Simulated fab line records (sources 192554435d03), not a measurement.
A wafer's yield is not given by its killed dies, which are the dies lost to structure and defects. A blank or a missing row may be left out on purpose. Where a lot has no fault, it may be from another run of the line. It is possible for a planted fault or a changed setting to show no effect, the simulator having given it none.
The tool behind it: which one? ; flow n5 finfet ; 24 lots with 72 wafers sampled at 5 steps, on a route of 1938 steps

WHAT THE GAUGES READ, wafer by wafer
N5_BEOL_M14_INSPECT_30: inspects for defects (macro). Usual: raw defect count reads 1.8 (standard deviation 1.4).
lot;measured;on;raw defect count;flag
L074;day 11 08:17;defect inspect-01;3 3 1;
L075;day 11 14:44;defect inspect-02;2 1 3;
L076;day 12 05:20;defect inspect-02;4 1 1;
L080;day 12 11:32;defect inspect-01;1 2 3;
L079;day 12 16:42;defect inspect-01;3 3 2;
L077;day 12 21:44;defect inspect-01;4 0 3;
L081;day 12 22:29;defect inspect-02;0 2 0;
L078;day 12 23:49;defect inspect-01;2 2 0;
L082;day 13 06:28;defect inspect-01;1 2 2;
L083;day 13 14:46;defect inspect-02;1 0 1;
L084;day 13 21:19;defect inspect-02;2 0 1;
L085;day 14 12:40;defect inspect-01;0 2 2;
L087;day 14 13:08;defect inspect-02;3 1 4;
L089;day 14 21:38;defect inspect-02;0 2 2;
L086;day 14 22:17;defect inspect-02;2 2 2;
L091;day 15 00:01;defect inspect-02;1 0 3;
L090;day 15 01:18;defect inspect-02;5 1 6;
L088;day 15 04:34;defect inspect-02;1 1 3;
L093;day 15 11:42;defect inspect-02;3 5 0;
L094;day 16 07:18;defect inspect-01;1 0 0;
L092;day 16 07:58;defect inspect-01;4 1 2;
L096;day 17 02:38;defect inspect-01;2 1 3;
L097;day 17 09:10;defect inspect-02;2 3 0;
L095;day 17 11:47;defect inspect-02;1 0 2;

N5_BEOL_M15_CD_MEAS_10 targets a cd of 360 nm. Usual: cd nm reads 360.9 nm (standard deviation 1.8).
lot;measured;on;cd nm (nm);flag
L074;day 11 14:22;cd sem-02;361.5 361.2 361.4;
L075;day 11 20:08;cd sem-01;361.0 357.1 361.2;
L076;day 12 09:43;cd sem-02;360.4 359.3 358.0;
L080;day 12 17:34;cd sem-02;357.7 360.2 359.3;
L079;day 13 04:36;cd sem-01;362.3 361.3 363.6;
L077;day 13 06:54;cd sem-01;360.6 361.0 359.8;
L081;day 13 14:27;cd sem-02;358.6 358.9 361.2;
L078;day 13 11:40;cd sem-01;358.1 360.7 360.2;
L082;day 13 15:42;cd sem-02;361.2 362.1 359.9;
L083;day 13 19:12;cd sem-01;357.6 361.9 360.0;
L084;day 14 02:40;cd sem-02;360.7 361.2 360.0;
L085;day 14 17:28;cd sem-01;361.5 360.6 361.8;
L087;day 14 18:24;cd sem-03;359.8 357.9 358.8;
L089;day 15 01:34;cd sem-01;363.0 361.0 363.5;
L086;day 15 03:04;cd sem-01;360.4 362.0 362.3;
L091;day 15 10:34;cd sem-02;363.1 364.4 363.3;
L090;day 15 15:31;cd sem-03;358.1 359.7 361.4;
L088;day 15 15:43;cd sem-03;362.5 364.8 362.2;
L093;day 15 16:02;cd sem-03;362.6 362.7 361.9;
L094;day 16 11:08;cd sem-02;363.4 363.1 362.2;
L092;day 16 12:01;cd sem-03;359.0 357.5 361.4;
L096;day 17 07:54;cd sem-01;361.5 361.8 361.0;
L097;day 17 12:06;cd sem-02;361.5 360.4 358.5;
L095;day 17 16:35;cd sem-01;357.8 361.5 360.6;

EACH LOT AND THE TOOL THAT RAN IT (in order: tool; ch and the chambers of the sampled wafers; start)
lot;N5_BEOL_M13_SPUTTER_45;N5_BEOL_M14_DESCUM_33;N5_BEOL_M14_ETCH_67
L074;pvd sputter-01, day 11 05:12;rie diel-04 ch 1,2,3, day 11 08:27;rie diel-04 ch 1,2,3, day 11 08:29
L075;pvd sputter-02, day 11 11:56;rie diel-06 ch 1,2,3, day 11 14:47;rie diel-06 ch 1,2,3, day 11 14:50
L076;pvd sputter-01, day 12 02:33;rie diel-06 ch 1,2, day 12 05:22;rie diel-06 ch 1,2, day 12 05:24
L080;pvd sputter-03, day 12 08:32;rie diel-06 ch 0,2,3, day 12 11:38;rie diel-06 ch 0,2,3, day 12 11:40
L079;pvd sputter-02, day 12 13:44;rie diel-06 ch 1,2,3, day 12 16:49;rie diel-06 ch 1,2,3, day 12 16:50
L077;pvd sputter-01, day 12 18:59;rie diel-06 ch 1,2, day 12 21:46;rie diel-06 ch 1,2, day 12 21:47
L081;pvd sputter-02, day 12 19:47;rie diel-05 ch 0,1,3, day 12 22:31;rie diel-05 ch 0,1,3, day 12 22:32
L078;pvd sputter-02, day 12 21:07;rie diel-06 ch 1,2, day 12 23:50;rie diel-06 ch 1,2, day 12 23:53
L082;pvd sputter-01, day 13 03:37;rie diel-06 ch 0,2,3, day 13 06:40;rie diel-06 ch 0,2,3, day 13 06:42
L083;pvd sputter-01, day 13 12:10;rie diel-06 ch 1,2,3, day 13 14:55;rie diel-06 ch 1,2,3, day 13 14:56
L084;pvd sputter-02, day 13 18:43;rie diel-05 ch 1,2, day 13 21:25;rie diel-05 ch 1,2, day 13 21:28
L085;pvd sputter-02, day 14 09:58;rie diel-04 ch 0,1,3, day 14 12:41;rie diel-04 ch 0,1,3, day 14 12:44
L087;pvd sputter-02, day 14 10:19;rie diel-04 ch 0,1,3, day 14 13:17;rie diel-04 ch 0,1,3, day 14 13:23
L089;pvd sputter-02, day 14 18:06;rie diel-05 ch 2,3, day 14 22:16;rie diel-05 ch 2,3, day 14 22:19
L086;pvd sputter-02, day 14 18:32;rie diel-06 ch 0,1,2, day 14 23:07;rie diel-06 ch 0,1,2, day 14 23:09
L091;pvd sputter-02, day 14 20:42;rie diel-06 ch 1,2,3, day 15 02:22;rie diel-06 ch 1,2,3, day 15 02:24
L090;pvd sputter-01, day 14 21:04;rie diel-05 ch 0,3, day 15 02:59;rie diel-05 ch 0,3, day 15 03:01
L088;pvd sputter-03, day 15 00:52;rie diel-06 ch 0,1, day 15 04:36;rie diel-06 ch 0,1, day 15 04:38
L093;pvd sputter-02, day 15 09:14;rie diel-06 ch 1,3, day 15 11:44;rie diel-06 ch 1,3, day 15 11:46
L094;pvd sputter-01, day 16 04:50;rie diel-04 ch 0,2, day 16 07:33;rie diel-04 ch 0,2, day 16 07:35
L092;pvd sputter-03, day 16 05:05;rie diel-04 ch 1,2,3, day 16 09:01;rie diel-04 ch 1,2,3, day 16 09:03
L096;pvd sputter-01, day 16 23:58;rie diel-04 ch 0,1, day 17 03:46;rie diel-04 ch 0,1, day 17 03:49
L097;pvd sputter-02, day 17 06:40;rie diel-04 ch 0,1,2, day 17 09:11;rie diel-04 ch 0,1,2, day 17 09:14
L095;pvd sputter-01, day 17 08:58;rie diel-06 ch 0,1,2, day 17 11:49;rie diel-06 ch 0,1,2, day 17 11:52
- N5_BEOL_M13_SPUTTER_45: material Cu, target thk 80 nm, time 13.33 s.
- N5_BEOL_M14_DESCUM_33: chemistry O2, time 7.9 s.
- N5_BEOL_M14_ETCH_67: etches SiARC in CF4, target depth 143 nm, time 238.3 s.

WHAT THE TOOLS THEMSELVES READ (means of the sampled wafers that have a number; where no wafer has one, the mark that the record gives instead)
N5_BEOL_M13_SPUTTER_45. Usual: susceptor temp C -20.01 C, standard deviation 0.11; throttle valve pct 30.7 %, standard deviation 0.98.
lot;tool;susceptor temp C (C);throttle valve pct (%);flag
L074;pvd sputter-01;-19.95;31.3;
L075;pvd sputter-02;-20.03;30.4;
L076;pvd sputter-01;-19.88;31.0;
L080;pvd sputter-03;-19.99;29.4;
L079;pvd sputter-02;-20.06;30.3;
L077;pvd sputter-01;-20.03;31.5;
L081;pvd sputter-02;-20.01;30.8;
L078;pvd sputter-02;-20.07;30.6;
L082;pvd sputter-01;-19.93;30.2;
L083;pvd sputter-01;-20.08;32.3;
L084;pvd sputter-02;-20.07;30.7;
L085;pvd sputter-02;-20.06;30.6;
L087;pvd sputter-02;-19.96;30.2;
L089;pvd sputter-02;-20.13;30.3;
L086;pvd sputter-02;-20.07;30.3;
L091;pvd sputter-02;-19.99;30.3;
L090;pvd sputter-01;-20.08;30.9;
L088;pvd sputter-03;-19.92;29.7;
L093;pvd sputter-02;-19.95;30.5;
L094;pvd sputter-01;-19.94;31.5;
L092;pvd sputter-03;-20.05;30.6;
L096;pvd sputter-01;-20.05;31.0;
L097;pvd sputter-02;-20.01;30.6;
L095;pvd sputter-01;-20.07;30.4;

N5_BEOL_M14_DESCUM_33. Usual: drypump motor current A 5.7 A, standard deviation 0.49; oes product au 0.79 a.u., standard deviation 0.089; rf vpp V 242.6 V, standard deviation 1.5; showerhead plenum p Torr 2.06 Torr, standard deviation 0.081; throttle valve pct 20.52 %, standard deviation 0.24.
lot;tool;drypump motor current A (A);oes product au (a.u.);rf vpp V (V);showerhead plenum p Torr (Torr);throttle valve pct (%);flag
L074;rie diel-04;5.2;0.74;243.2;2.09;20.67;
L075;rie diel-06;5.4;0.82;241.6;2.03;20.48;
L076;rie diel-06;5.6;0.81;242.7;2.06;20.46;
L080;rie diel-06;5.7;0.88;243.3;2.08;20.28;
L079;rie diel-06;5.4;0.80;241.9;2.03;20.49;
L077;rie diel-06;5.6;0.80;242.4;2.06;20.46;
L081;rie diel-05;5.8;0.71;242.5;2.04;20.69;
L078;rie diel-06;5.6;0.75;242.1;1.98;20.64;
L082;rie diel-06;5.7;0.87;242.8;2.08;20.28;
L083;rie diel-06;5.4;0.80;241.6;2.03;20.48;
L084;rie diel-05;6.2;0.73;241.7;2.00;20.58;
L085;rie diel-04;5.6;0.73;242.8;2.08;20.68;
L087;rie diel-04;5.6;0.73;242.7;2.08;20.69;
L089;rie diel-05;5.8;0.72;242.7;2.07;20.54;
L086;rie diel-06;5.9;0.80;242.1;2.02;20.46;
L091;rie diel-06;5.4;0.78;241.7;2.02;20.52;
L090;rie diel-05;5.5;0.70;242.0;2.07;20.71;
L088;rie diel-06;5.9;0.76;240.6;1.95;20.64;
L093;rie diel-06;5.3;0.78;242.0;1.99;20.55;
L094;rie diel-04;5.2;0.89;244.2;2.15;20.32;
L092;rie diel-04;5.2;0.82;243.6;2.08;20.58;
L096;rie diel-04;5.9;0.75;243.5;2.12;20.68;
L097;rie diel-04;5.6;0.82;244.0;2.13;20.51;
L095;rie diel-06;5.9;0.88;243.9;2.13;20.33;

N5_BEOL_M14_ETCH_67. Usual: drypump motor current A 5.7 A, standard deviation 0.49; etch rf on time s 235 s, standard deviation 4.7; oes product au 0.68 a.u., standard deviation 0.074; rf vpp V 183.6 V, standard deviation 1.2; showerhead plenum p Torr 2.10 Torr, standard deviation 0.08; throttle valve pct 15.66 %, standard deviation 0.26.
lot;tool;drypump motor current A (A);etch rf on time s (s);oes product au (a.u.);rf vpp V (V);showerhead plenum p Torr (Torr);throttle valve pct (%);flag
L074;rie diel-04;5.2;240;0.63;183.8;2.14;15.83;
L075;rie diel-06;5.4;231;0.70;183.1;2.07;15.54;
L076;rie diel-06;5.6;231;0.70;183.3;2.10;15.55;
L080;rie diel-06;5.7;238;0.75;183.3;2.12;15.37;
L079;rie diel-06;5.4;231;0.70;183.6;2.07;15.57;
L077;rie diel-06;5.6;231;0.69;182.5;2.10;15.56;
L081;rie diel-05;5.7;233;0.62;183.7;2.08;15.88;
L078;rie diel-06;5.6;232;0.65;183.5;2.03;15.73;
L082;rie diel-06;5.7;234;0.75;183.5;2.12;15.38;
L083;rie diel-06;5.4;229;0.68;182.4;2.07;15.58;
L084;rie diel-05;6.2;230;0.62;183.2;2.05;15.88;
L085;rie diel-04;5.6;234;0.63;183.9;2.14;15.89;
L087;rie diel-04;5.6;237;0.63;184.7;2.14;15.90;
L089;rie diel-05;5.8;231;0.62;183.5;2.11;15.69;
L086;rie diel-06;5.9;235;0.69;183.0;2.07;15.57;
L091;rie diel-06;5.4;232;0.67;183.5;2.06;15.62;
L090;rie diel-05;5.5;236;0.60;183.2;2.10;15.82;
L088;rie diel-06;5.9;237;0.64;183.0;2.00;15.75;
L093;rie diel-06;5.3;234;0.66;182.6;2.04;15.62;
L094;rie diel-04;5.2;235;0.75;185.1;2.20;15.51;
L092;rie diel-04;5.2;238;0.70;185.0;2.13;15.73;
L096;rie diel-04;5.9;237;0.65;184.9;2.18;15.92;
L097;rie diel-04;5.6;238;0.69;184.3;2.18;15.71;
L095;rie diel-06;5.9;235;0.75;184.1;2.17;15.44;

THE ANSWER, worked out from the rows above alone
Rule: a lot is off if the mean of its wafers that have a number lies more than 3 standard deviations from the usual mean. Also off: a lot with no number at a reading for which 4 or more lots have one. Where the step has rows for the other lots, those lots are counted as sound. The gauges are gone through in route order, then the tools' own readings, and for those a lot's mean is taken as printed above. At the first step where some lot is off, the reading lying furthest off is the one used; lots without a number count as furthest.
None of the lots is off at any reading shown; this tells nothing.

WHAT WAS PUT IN BY THE SIMULATOR
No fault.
